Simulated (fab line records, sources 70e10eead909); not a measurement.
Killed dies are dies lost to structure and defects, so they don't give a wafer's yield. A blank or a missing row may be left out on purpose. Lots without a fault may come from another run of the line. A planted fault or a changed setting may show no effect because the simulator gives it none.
fab line records | flow nand_harc
record lots=6 wafers=18 last_day=34
route steps=1302 shown A_SGD_CUT@912 A_SLIT@922 A_SIN_REMOVE@947 A_WL_FILL@952 END@1302
lots that met no fault: from a run of the same line without faults
start_h: hours from the record's first day to the start of the lot's first wafer shown | wait_h: hours since the lot's step before | " the same as in the row above | L1.1+2: a row that stands for several wafers | - no value, or no start given | * or withheld: withheld | < > ~ a bound
route shown NAME@n: a module of which the file shows steps, and the number in the route of the first | usual: mean/standard deviation of fault-free wafers | same: alike in all rows | chamber/n: place in a boat | sites: the reading at each site | _std_site: their standard deviation | _edge_site: outer sites' mean less inner sites' | radius_mm: how far each site lies from the wafer's centre | mask NAME#n: copy n | behind: the tool/chamber that last shaped the wafer | hold: why the lot was held/for how many hours/how that ended | device: the transistor (n, p or np) that didn't switch | end of line: the same wafers' tests at the end of the route | a step without rows: its recipe alone | killed: dies lost to structure and defects at the first sort, not the wafer's yield | map: a wafer's dies, x killed, . not, _ none there
set.NAME: the setting as run; set.NAME@STEP: as run at that earlier step | model.NAME: the simulator's own value behind a step, which no gauge read
lots at some steps of the route; a table a step, a row a wafer
services: from which hour (start_h, from the record's first day; less than 0 if before it) a tool's chamber was out of use, for how many hours, and why
## steps
# step NHARC_A_SGD_CUT_SRD_19
# step NHARC_A_SGD_CUT_DEP_20
# recipe target_thk_a=1500 temp_c=65 material=SiO2
# step NHARC_A_SGD_CUT_ANNEAL_27
# recipe temp_c=450 time_s=1800
# step NHARC_A_SGD_CUT_CMP_21
# recipe target_thk_nm=148.19
# step NHARC_A_SGD_CUT_THK_MEAS_22
# recipe thk_meas_gauge=ellipsometry
# usual thk_nm=148.6/1.3
# columns lot.wafer tool chamber start_h wait_h thk_nm
L949.1 film_metro-01 - 585.76 0.2 151.4
L949.3 " - " " 148.3
L949.4 " - " " 148.8
L951.1 film_metro-01 - 602.70 0.2 147.9
L951.5 " - " " 151.1
L951.6 " - " " 148.8
L955.3 film_metro-02 - 629.96 0.2 149.3
L955.4 " - " " 149.2
L955.6 " - " " 147.3
L956.1 film_metro-02 - 630.11 0.2 148.8
L956.2 " - " " 148.2
L956.5 " - " " 149.2
L957.1 film_metro-01 - 657.58 0.2 148.2
L957.2 " - " " 150.0
L957.3 " - " " 147.8
L959.2 film_metro-01 - 681.04 0.2 151.0
L959.3 " - " " 149.4
L959.5 " - " " 150.0
# step NHARC_A_SGD_CUT_SRD_23
# step NHARC_A_SGD_CUT_ETCH_26
# recipe target_depth_a=458 chemistry=dHF material=SiO2
# step NHARC_A_SGD_CUT_ETCHBACK_24
# recipe target_depth_a=500 over_etch_frac=0.3 time_s=92.857 ion_energy_ev=120 ch3f_flow_sccm=50 o2_flow_sccm=30 ar_flow_sccm=200 rf_w=500 bias_w=100 chemistry=CH3F/O2
# step NHARC_A_SGD_CUT_STRIP_28
# recipe time_s=20 o2_flow_sccm=500 ar_flow_sccm=0 bias_w=0 chemistry=O2
# step NHARC_A_SGD_CUT_INSPECT_25
# usual raw_defect_count=367/72
# columns lot.wafer tool chamber start_h wait_h raw_defect_count
L949.1 defect_inspect-02 - 586.22 - 355
L949.3 " - " " 469
L949.4 " - " " 368
L951.1 defect_inspect-01 - 603.16 - 586
L951.5 " - " " 385
L951.6 " - " " 397
L955.3 defect_inspect-02 - 630.43 - 387
L955.4 " - " " 397
L955.6 " - " " 392
L956.1 defect_inspect-01 - 630.58 - 323
L956.2 " - " " 359
L956.5 " - " " 251
L957.1 defect_inspect-01 - 658.04 - 296
L957.2 " - " " 331
L957.3 " - " " 388
L959.2 defect_inspect-01 - 681.50 - 422
L959.3 " - " " 384
L959.5 " - " " 444
# step NHARC_A_SLIT_DEP_25
# recipe target_thk_a=2000 temp_c=400 pressure_torr=6.5 rf_w=900 teos_flow_sccm=161.4 flow_sccm=2650 target_thk_nm=200 gas=O2 material=SiO2
# usual flow_sccm=2649/8.1 heater_power_w=575/91 throttle_valve_pct=15.9/0.41
# columns lot.wafer tool chamber start_h wait_h flow_sccm heater_power_w throttle_valve_pct
L949.1 pecvd-03 0 586.32 0.1 2651 483 15.7
L949.3 " 1 " " 2666 505 15.8
L949.4 " 1 " " 2649 491 15.6
L951.1 pecvd-01 0 603.31 0.1 2639 611 15.8
L951.6 " 1 " " 2656 726 15.6
L951.5 " 0 " " 2650 613 16.0
L955.3 pecvd-04 2 630.57 0.1 2649 688 16.0
L955.6 " 0 " " 2652 454 15.9
L955.4 " 1 " " 2651 590 17.0
L956.2 pecvd-03 0 630.65 0.1 2659 422 15.8
L956.1 " 2 " " 2647 560 15.8
L956.5 " 1 " " 2647 493 15.6
L957.2 pecvd-04 0 658.11 0.1 2654 594 15.9
L957.1 " 1 " " 2661 587 16.2
L957.3 " 2 " " 2653 696 15.8
L959.3 pecvd-03 0 681.57 0.1 2643 512 15.9
L959.2 " 2 " " 2654 508 15.9
L959.5 " 1 " " 2646 503 15.9
# step NHARC_A_SLIT_DEP_00
# recipe target_thk_a=62000 temp_c=400 material=aC
# step NHARC_A_SLIT_DEP_23
# recipe target_thk_a=1000 target_thk_nm=100 temp_c=400 pressure_torr=3.5 flow_sccm=200 rf_w=350 material=SiON
# usual heater_power_w=741/91
# columns lot.wafer tool chamber start_h wait_h heater_power_w
L949.3 pecvd-04 2 590.48 1.9 964
L949.1 " 1 " " 716
L949.4 " 0 " " 722
L951.1 pecvd-04 1 610.81 3.2 732
L951.5 " 2 " " 893
L951.6 " 0 " " 739
L955.3 pecvd-03 1 634.92 2.0 714
L955.6 " 0 " " 663
L955.4 " 1 " " 709
L956.1 pecvd-01 0 634.96 3.2 816
L956.2 " 1 " " 784
L956.5 " 0 " " 815
L957.2 pecvd-04 1 662.47 2.6 799
L957.3 " 2 " " 835
L957.1 " 0 " " 714
L959.2 pecvd-03 0 686.54 2.5 717
L959.3 " 2 " " 653
L959.5 " 0 " " 709
# step NHARC_A_SLIT_DEHYDRATE_01
# recipe temp_c=150 time_s=120
# step NHARC_A_SLIT_HMDS_02
# recipe time_s=30
# step NHARC_A_SLIT_COAT_03
# recipe spin_rpm=1500 resist_thk_nm=90
# step NHARC_A_SLIT_SOFTBAKE_04
# recipe temp_c=105 time_s=55
# step NHARC_A_SLIT_EBR_05
# step NHARC_A_SLIT_EXPOSE_06
# recipe na=1.35 dose_mj=60.82 mask_id=SLIT
# step NHARC_A_SLIT_PEB_07
# recipe peb_temp_c=100 peb_time_s=65
# step NHARC_A_SLIT_DEVELOP_08
# recipe develop_time_s=35 dev_temp_c=23
# step NHARC_A_SLIT_CD_MEAS_09
# recipe target_cd_nm=300 landing_energy_ev=500
# usual cd_nm=299.9/0.43
# columns lot.wafer tool chamber start_h wait_h cd_nm
L949.1 cd_sem-01 0 591.15 - 298.9
L949.3 " 0 " " 300.5
L949.4 " 0 " " 300.2
L951.1 cd_sem-02 0 611.43 - 300.0
L951.5 " 0 " " 300.2
L951.6 " 0 " " 299.8
L955.3 cd_sem-03 0 635.55 - 300.3
L955.4 " 0 " " 300.5
L955.6 " 0 " " 299.7
L956.1 cd_sem-03 0 635.70 - 300.1
L956.2 " 0 " " 300.6
L956.5 " 0 " " 299.8
L957.1 cd_sem-03 0 663.19 - 300.6
L957.2 " 0 " " 299.0
L957.3 " 0 " " 299.7
L959.2 cd_sem-03 0 687.10 - 300.3
L959.3 " 0 " " 299.6
L959.5 " 0 " " 299.9
# step NHARC_A_SLIT_OVL_MEAS_10
# usual overlay_x_nm=0.1/0.93 overlay_y_nm=-0.1/1
# columns lot.wafer tool chamber start_h wait_h overlay_x_nm overlay_y_nm
L949.1 overlay-01 - 591.24 - 0.1 0.0
L949.3 " - " " -0.1 -0.3
L949.4 " - " " -0.2 0.1
L951.1 overlay-01 - 611.52 - -0.3 0.1
L951.5 " - " " 0.5 0.3
L951.6 " - " " 0.5 0.6
L955.3 overlay-01 - 635.65 - 0.4 0.8
L955.4 " - " " 0.1 0.5
L955.6 " - " " -0.4 0.6
L956.1 overlay-02 - 635.79 - -2.1 -0.4
L956.2 " - " " -2.1 -0.3
L956.5 " - " " -1.3 0.1
L957.1 overlay-01 - 663.27 - -0.3 -2.9
L957.2 " - " " -0.2 -3.0
L957.3 " - " " 0.1 -3.2
L959.2 overlay-01 - 687.18 - -1.3 -1.6
L959.3 " - " " -0.9 -1.3
L959.5 " - " " -0.8 -1.3
# step NHARC_A_SLIT_INSPECT_11
# usual raw_defect_count=60/32
# columns lot.wafer tool chamber start_h wait_h raw_defect_count
L949.1 defect_inspect-01 - 591.28 0.0 466
L949.3 " - " " 435
L949.4 " - " " 467
L951.1 defect_inspect-01 - 611.55 0.0 480
L951.5 " - " " 486
L951.6 " - " " 482
L955.3 defect_inspect-01 - 635.68 0.0 101
L955.4 " - " " 100
L955.6 " - " " 84
L956.1 defect_inspect-02 - 635.82 0.0 29
L956.2 " - " " 23
L956.5 " - " " 18
L957.1 defect_inspect-01 - 663.31 0.0 52
L957.2 " - " " 54
L957.3 " - " " 55
L959.2 defect_inspect-01 - 687.22 0.0 69
L959.3 " - " " 85
L959.5 " - " " 88
# step NHARC_A_SLIT_DESCUM_14
# recipe time_s=3 o2_flow_sccm=200 ar_flow_sccm=0 bias_power_w=0 chemistry=O2
# usual drypump_motor_current_A=5.8/0.66 oes_product_au=1.001/0.01 rf_vpp_V=57.6/0.83 showerhead_plenum_p_Torr=1.88/0.066 throttle_valve_pct=11.310/0.0088
# columns lot.wafer tool chamber start_h wait_h drypump_motor_current_A oes_product_au rf_hours_counter_h rf_vpp_V showerhead_plenum_p_Torr throttle_valve_pct
L949.1 rie_diel-01 2 591.34 0.1 5.5 0.987 0.8 58.2 1.86 11.300
L949.3 " 1 " " 6.7 0.990 0.9 56.5 1.81 11.325
L949.4 " 2 " " 5.5 0.990 - 58.1 1.86 11.321
L951.1 rie_diel-07 3 611.62 0.1 5.3 1.000 5.1 59.4 2.00 11.328
L951.6 " 2 " " 6.1 0.991 - 57.3 1.93 11.316
L951.5 " 3 " " 5.2 0.996 - 57.9 2.00 11.309
L955.4 rie_diel-07 1 635.74 0.1 6.5 1.006 8.0 58.4 1.90 11.308
L955.3 " 0 " " 4.9 1.014 7.3 58.9 1.88 11.331
L955.6 " 1 " " 6.5 1.000 - 57.4 1.90 11.317
L956.1 rie_diel-07 3 635.88 0.1 5.3 1.014 7.3 56.9 2.00 11.303
L956.2 " 2 " " 6.1 0.992 6.6 57.6 1.93 11.308
L956.5 " 3 " " 5.2 1.011 - 57.6 2.00 11.310
L957.1 rie_diel-01 2 663.37 0.1 5.6 1.000 8.4 57.0 1.85 11.291
L957.3 " 3 " " 4.9 1.002 7.4 58.0 1.92 11.314
L957.2 " 1 " " 6.7 1.005 8.2 57.8 1.80 11.325
L959.3 rie_diel-01 0 687.30 0.1 6.1 1.006 5.4 57.7 1.78 11.294
L959.2 " 1 " " 6.7 0.999 9.3 57.6 1.80 11.312
L959.5 " 2 " " 5.5 0.991 - 56.6 1.85 11.306
# step NHARC_A_SLIT_ETCH_24
# recipe target_depth_a=1210 time_s=60.5 cf4_flow_sccm=100 chf3_flow_sccm=30 ar_flow_sccm=0 rf_w=500 bias_w=200 chemistry=CF4/CHF3
# usual cf4_flow_sccm=100.0/0.33 drypump_motor_current_A=5.8/0.65 oes_product_au=0.968/0.017 rf_vpp_V=369.7/2.1 showerhead_plenum_p_Torr=1.55/0.054 throttle_valve_pct=16.802/0.009
# columns lot.wafer tool chamber start_h wait_h cf4_flow_sccm drypump_motor_current_A oes_product_au rf_hours_counter_h rf_vpp_V showerhead_plenum_p_Torr throttle_valve_pct
L949.3 rie_diel-01 1 591.44 0.1 100.3 6.7 0.952 0.9 367.9 1.49 16.798
L949.1 " 3 " " 99.6 4.8 0.945 0.7 371.6 1.58 16.815
L949.4 " 1 " " 100.2 6.7 0.959 - 368.1 1.49 16.799
L951.1 rie_diel-03 1 611.74 0.1 100.1 6.6 1.019 6.8 372.0 1.63 16.808
L951.6 " 2 " " 100.0 5.9 0.989 - 366.9 1.50 16.813
L951.5 " 1 " " 99.9 6.6 1.028 - 373.4 1.63 16.807
L955.4 rie_diel-07 2 635.83 0.1 100.6 6.1 0.958 6.6 369.5 1.58 16.802
L955.3 " 1 " " 100.2 6.5 0.964 8.0 370.0 1.56 16.786
L955.6 " 3 " " 100.1 5.2 0.971 - 372.9 1.64 16.790
L956.2 rie_diel-07 3 636.62 0.7 100.2 5.3 0.931 8.2 372.0 1.64 16.805
L956.1 " 2 " " 99.9 6.1 0.921 7.1 372.3 1.58 16.799
L956.5 " 0 " " 100.9 4.9 0.944 - 369.2 1.55 16.780
L957.3 rie_diel-01 3 663.46 0.1 99.8 4.8 0.951 7.4 370.3 1.58 16.799
L957.2 " 0 " " 100.0 6.1 0.972 4.2 367.3 1.47 16.806
L957.1 " 1 " " 100.2 6.7 0.973 8.2 367.6 1.49 16.789
L959.3 rie_diel-01 1 687.37 0.1 99.9 6.7 0.987 9.3 369.0 1.49 16.801
L959.2 " 2 " " 99.8 5.5 0.967 9.2 368.8 1.53 16.810
L959.5 " 2 " " 99.7 5.6 0.961 - 369.5 1.53 16.793
# step NHARC_A_SLIT_ETCH_15
# recipe target_depth_a=62000 over_etch_frac=0.3 time_s=1612 ion_energy_ev=150 o2_flow_sccm=400 cos_flow_sccm=20 ar_flow_sccm=0 rf_w=500 bias_w=300 chemistry=O2/COS
# usual drypump_motor_current_A=5.8/0.66 oes_product_au=1.003/0.0095 rf_vpp_V=313.2/1.7 showerhead_plenum_p_Torr=3.06/0.1 throttle_valve_pct=28.330/0.0097
# columns lot.wafer tool chamber start_h wait_h drypump_motor_current_A oes_product_au rf_hours_counter_h rf_vpp_V showerhead_plenum_p_Torr throttle_valve_pct
L949.1 rie_diel-01 3 - - 4.8 1.001 1.0 315.4 3.14 28.334
L949.3 " 1 " " 6.7 1.004 1.1 311.5 2.96 28.329
L949.4 " 1 " " 6.7 0.992 - 311.8 2.96 28.318
L951.1 rie_diel-01 2 611.97 - 5.5 0.991 4.0 312.3 3.03 28.317
L951.6 " 1 " " 6.7 0.999 - 312.1 2.96 28.336
L951.5 " 2 " " 5.5 0.986 - 313.6 3.03 28.353
L955.4 rie_diel-07 3 - - 5.2 0.998 7.6 315.5 3.26 28.336
L955.3 " 0 " " 4.9 1.008 7.6 312.2 3.07 28.325
L955.6 " 3 " " 5.2 1.005 - 315.6 3.25 28.327
L956.2 rie_diel-07 0 - - 4.9 1.006 8.5 314.4 3.07 28.329
L956.1 " 2 " " 6.1 0.987 7.3 314.4 3.14 28.333
L956.5 " 3 " " 5.2 1.012 - 315.6 3.25 28.319
L957.3 rie_diel-01 1 - - 6.7 0.997 8.4 311.4 2.95 28.320
L957.1 " 2 " " 5.5 0.988 8.7 312.8 3.03 28.330
L957.2 " 3 " " 4.8 0.988 7.7 314.4 3.14 28.344
L959.2 rie_diel-01 0 - - 6.2 1.013 5.6 310.2 2.92 28.322
L959.3 " 1 " " 6.7 1.001 9.6 312.1 2.95 28.313
L959.5 " 2 " " 5.5 1.005 - 311.5 3.03 28.346
# step NHARC_A_SLIT_ETCH_17
# recipe bias_v=900 source_w=withheld pressure_mtorr=20 ar_flow_sccm=375 c4f8_flow_sccm=83.3 o2_flow_sccm=41.7 time_s=4254.5 target_depth_a=2.03e+05 chemistry=C4F8/O2/Ar
# step NHARC_A_SLIT_ETCH_26
# recipe bias_v=400 source_w=2000 pressure_mtorr=25 time_s=90 ar_flow_sccm=375 c4f8_flow_sccm=41.7 o2_flow_sccm=83.3 target_depth_a=4000 chemistry=C4F8/O2/Ar
# step NHARC_A_SLIT_STRIP_28
# recipe o2_flow_sccm=400 cos_flow_sccm=20 ar_flow_sccm=0 bias_w=0 chemistry=O2/COS
# step NHARC_A_SLIT_ETCH_29
# recipe target_depth_a=1000 overetch_a=100 time_s=55 ion_energy_ev=100 cf4_flow_sccm=80 o2_flow_sccm=20 ar_flow_sccm=0 rf_w=300 bias_w=100 chemistry=CF4/O2
# usual cf4_flow_sccm=79.98/0.24 drypump_motor_current_A=5.9/0.6 oes_f_703_au=1.000/0.005 oes_product_au=1.002/0.01 rf_vpp_V=197.5/1.3 showerhead_plenum_p_Torr=1.32/0.047 throttle_valve_pct=13.397/0.0089
# columns lot.wafer tool chamber start_h wait_h cf4_flow_sccm drypump_motor_current_A oes_f_703_au oes_product_au rf_hours_counter_h rf_vpp_V showerhead_plenum_p_Torr throttle_valve_pct
L949.3 rie_diel-07 3 597.42 0.1 79.91 5.2 0.997 1.025 4 199.0 1.39 13.397
L949.4 " 0 " " 80.39 4.9 1.010 1.018 5 197.0 1.31 13.385
L949.1 " 2 " " 80.40 6.1 0.998 1.006 3 198.0 1.34 13.397
L951.1 rie_diel-07 3 617.45 0.1 80.12 5.2 1.010 0.999 6 200.4 1.39 13.382
L951.6 " 2 " " 80.39 6.1 0.997 0.994 - 198.4 1.34 13.408
L951.5 " 3 " " 80.53 5.2 1.003 1.014 - 199.2 1.39 13.400
L955.3 rie_diel-07 3 642.05 0.1 79.84 5.3 1.000 0.999 9 198.2 1.39 13.396
L955.4 " 0 " " 79.90 4.9 1.001 1.016 9 197.2 1.31 13.383
L955.6 " 2 " " 80.02 6.1 1.005 1.001 - 197.6 1.34 13.390
L956.2 rie_diel-01 1 645.16 0.1 80.08 6.7 0.986 0.987 7 196.5 1.26 13.406
L956.1 " 0 " " 80.40 6.1 1.004 0.993 3 196.4 1.25 13.397
L956.5 " 1 " " 79.86 6.7 0.999 0.992 - 195.4 1.26 13.391
L957.1 rie_diel-03 0 672.39 0.1 79.82 6.1 0.996 0.995 1 196.9 1.28 13.395
L957.3 " 1 " " 80.09 6.6 1.013 1.010 1 198.0 1.39 13.385
L957.2 " 2 " " 80.05 5.9 0.994 1.014 1 197.7 1.27 13.401
L959.2 rie_diel-01 1 693.04 0.1 80.13 6.7 0.995 0.994 11 196.4 1.26 13.406
L959.3 " 0 " " 80.07 6.1 0.993 1.007 7 196.2 1.25 13.392
L959.5 " 2 " " 80.58 5.5 1.004 0.998 - 197.0 1.29 13.400
# step NHARC_A_SLIT_STRIP_18
# recipe o2_flow_sccm=500 ar_flow_sccm=0 bias_w=0 chemistry=O2
# step NHARC_A_SLIT_PRECLEAN_19
# recipe time_s=* temp_c=50 bath_age_min=0 chemistry=SC1
# step NHARC_A_SLIT_SRD_20
# step NHARC_A_SLIT_CD_MEAS_21
# usual cd_nm=289.4/0.99
# columns lot.wafer tool chamber start_h wait_h cd_nm
L949.1 cd_sem-02 - 597.95 - 290.1
L949.3 " - " " 291.0
L949.4 " - " " 290.7
L951.1 cd_sem-03 - 617.98 - 289.4
L951.5 " - " " 289.7
L951.6 " - " " 289.8
L955.3 cd_sem-03 - 642.58 - 290.7
L955.4 " - " " 289.7
L955.6 " - " " 289.9
L956.1 cd_sem-02 - 645.75 0.1 288.7
L956.2 " - " " 289.3
L956.5 " - " " 289.0
L957.1 cd_sem-03 - 672.91 - 286.4
L957.2 " - " " 287.4
L957.3 " - " " 287.2
L959.2 cd_sem-01 - 693.57 - 290.5
L959.3 " - " " 290.3
L959.5 " - " " 290.1
# step NHARC_A_SIN_REMOVE_WET_00
# recipe temp_c=160 time_s=15300 chemistry=H3PO4
# step NHARC_A_SIN_REMOVE_PRECLEAN_01
# recipe time_s=* temp_c=50 bath_age_min=0 chemistry=SC1
# step NHARC_A_SIN_REMOVE_SRD_02
# step NHARC_A_SIN_REMOVE_INSPECT_04
# usual raw_defect_count=377/76
# columns lot.wafer tool chamber start_h wait_h raw_defect_count
L949.1 defect_inspect-01 - 604.54 0.0 804
L949.3 " - " " 828
L949.4 " - " " 790
L951.1 defect_inspect-01 - 624.58 0.0 969
L951.5 " - " " 764
L951.6 " - " " 776
L955.3 defect_inspect-01 - 648.41 0.0 353
L955.4 " - " " 388
L955.6 " - " " 376
L956.1 defect_inspect-02 - 652.35 0.0 384
L956.2 " - " " 379
L956.5 " - " " 316
L957.1 defect_inspect-02 - 679.54 0.0 306
L957.2 " - " " 328
L957.3 " - " " 338
L959.2 defect_inspect-02 - 700.22 0.0 424
L959.3 " - " " 430
L959.5 " - " " 486
# step NHARC_A_WL_FILL_ALD_00
# recipe target_thk_a=30 pulse_time_s=3 ald_cycles=30 temp_c=300 material=Al2O3
# step NHARC_END_SORT_01
# recipe temp_c=25
# usual killed_at_array=58/20 killed_at_other=0.8/1 killed_at_periphery=4.6/2.8 killed_dies=63/19 killed_open=3.4/2 killed_short=2.4/1.8
# same gross_dies=677
# columns lot.wafer tool chamber start_h wait_h killed_at_array killed_at_other killed_at_periphery killed_dies killed_open killed_short
L949.1 prober-02 0 701.29 2.4 70 0 4 74 6 3
L949.3 prober-02 0 702.91 3.1 109 0 2 111 4 1
L949.4 prober-02 0 703.72 3.4 129 0 2 131 2 1
L951.1 prober-01 0 716.95 2.5 96 0 3 99 3 1
L951.5 prober-01 0 720.12 3.7 143 0 5 148 4 1
L951.6 prober-01 0 720.91 4.0 140 1 4 145 4 2
# killed by level:class
L949.1 A_SLIT:unspecified=31 A_CHANNEL_HOLE_D1:chamber_film_flake=15 A_SLIT:chamber_film_flake=9 A_CHANNEL_HOLE_D2:chamber_film_flake=4 P_CONTACT:geometric_particle:open=2 A_CHANNEL_FILL_D2:geometric_particle:open=2 A_STAIRCASE:chamber_film_flake=2 A_CONTACT:chamber_film_flake=2
L949.3 A_SLIT:unspecified=72 A_CHANNEL_HOLE_D1:chamber_film_flake=15 A_SLIT:chamber_film_flake=11 A_CHANNEL_HOLE_D2:chamber_film_flake=7 P_CONTACT:geometric_particle:open=1 P_M0:geometric_particle:open=1 A_DECK1_JOINT:geometric_particle:short=1 A_CONTACT:geometric_particle:open=1
L949.4 A_SLIT:unspecified=42 A_CHANNEL_HOLE_D1:chamber_film_flake=37 A_SLIT:chamber_film_flake=25 A_CHANNEL_HOLE_D2:chamber_film_flake=20 P_CONTACT:geometric_particle:open=2 A_CONTACT:chamber_film_flake=2 A_M1:geometric_particle:short=1 A_STAIRCASE:chamber_film_flake=1
L951.1 A_SLIT:unspecified=32 A_CHANNEL_HOLE_D2:chamber_film_flake=21 A_CHANNEL_HOLE_D1:chamber_film_flake=16 A_SLIT:chamber_film_flake=10 A_CONTACT:chamber_film_flake=9 A_SGD_CUT:chamber_film_flake=4 P_CONTACT:geometric_particle:open=2 A_STAIRCASE:chamber_film_flake=2
L951.5 A_SLIT:unspecified=74 A_CHANNEL_HOLE_D1:chamber_film_flake=22 A_SLIT:chamber_film_flake=13 A_CONTACT:chamber_film_flake=13 A_CHANNEL_HOLE_D2:chamber_film_flake=12 A_SGD_CUT:chamber_film_flake=6 P_GATE:geometric_particle:open=1 P_CONTACT:geometric_particle:open=1
L951.6 A_SLIT:unspecified=35 A_CHANNEL_HOLE_D1:chamber_film_flake=34 A_CHANNEL_HOLE_D2:chamber_film_flake=30 A_CONTACT:chamber_film_flake=17 A_SLIT:chamber_film_flake=12 A_SGD_CUT:chamber_film_flake=3 A_CHANNEL_FILL_D2:geometric_particle:short=2 P_M1:chamber_film_flake=2
## services
# columns tool chamber start_h hours kind
pecvd-04 0 562.97 4.6 repair
rie_diel-01 0 567.55 - clean
rie_diel-01 1 567.55 - clean
rie_diel-01 2 567.55 - clean
rie_diel-01 3 567.55 - clean
rie_diel-01 0 582.43 4.4 repair
rie_diel-01 0 587.24 16.4 repair
rie_diel-03 0 591.28 30.4 repair
rie_diel-01 1 592.94 - clean
rie_diel-01 2 592.94 - clean
rie_diel-01 3 592.94 - clean
rie_diel-03 3 596.67 1.9 repair
rie_diel-01 0 617.44 - clean
rie_diel-01 1 617.44 - clean
rie_diel-01 2 617.44 - clean
rie_diel-01 3 617.44 - clean
pecvd-04 - 631.00 13.0 pm
rie_diel-03 - 635.77 9.0 pm
rie_diel-01 0 641.94 - clean
rie_diel-01 1 641.94 - clean
rie_diel-01 2 641.94 - clean
rie_diel-01 3 641.94 - clean
rie_diel-07 - 648.26 9.0 pm
pecvd-01 - 673.79 13.0 pm
## key
first_sign step=NHARC_A_SLIT_INSPECT_11 reading=raw_defect_count direction=up sigmas=13 usual=60 struck=469
effect step=NHARC_A_SIN_REMOVE_INSPECT_04 reading=raw_defect_count direction=up sigmas=5.8 usual=377 struck=822
effect step=NHARC_END_SORT_01 reading=killed_at_array direction=up sigmas=2.9 usual=58 struck=114 wafers_moved=4
more_kills_born_at NHARC_A_SLIT_DEP_23@pecvd-04=286
met_at NHARC_A_SLIT_DEP_23
struck_wafers L949.1,L949.3,L949.4,L951.1,L951.5,L951.6
tester_left_out L949,L951
fault kind=chamber_particle_source tool=pecvd-04 chamber=- onset_h=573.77 steps=NHARC_A_SLIT_DEP_23 rate_per_visit_cm2=0.56409 end_h=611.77
# tester_left_out: of these lots the tester's yield and bins aren't shown, on N5 and GAA mostly nor the transistor test; their killed dies are dies lost to structure and defects alone, not to doping, threshold or leakage, so they don't give the yield
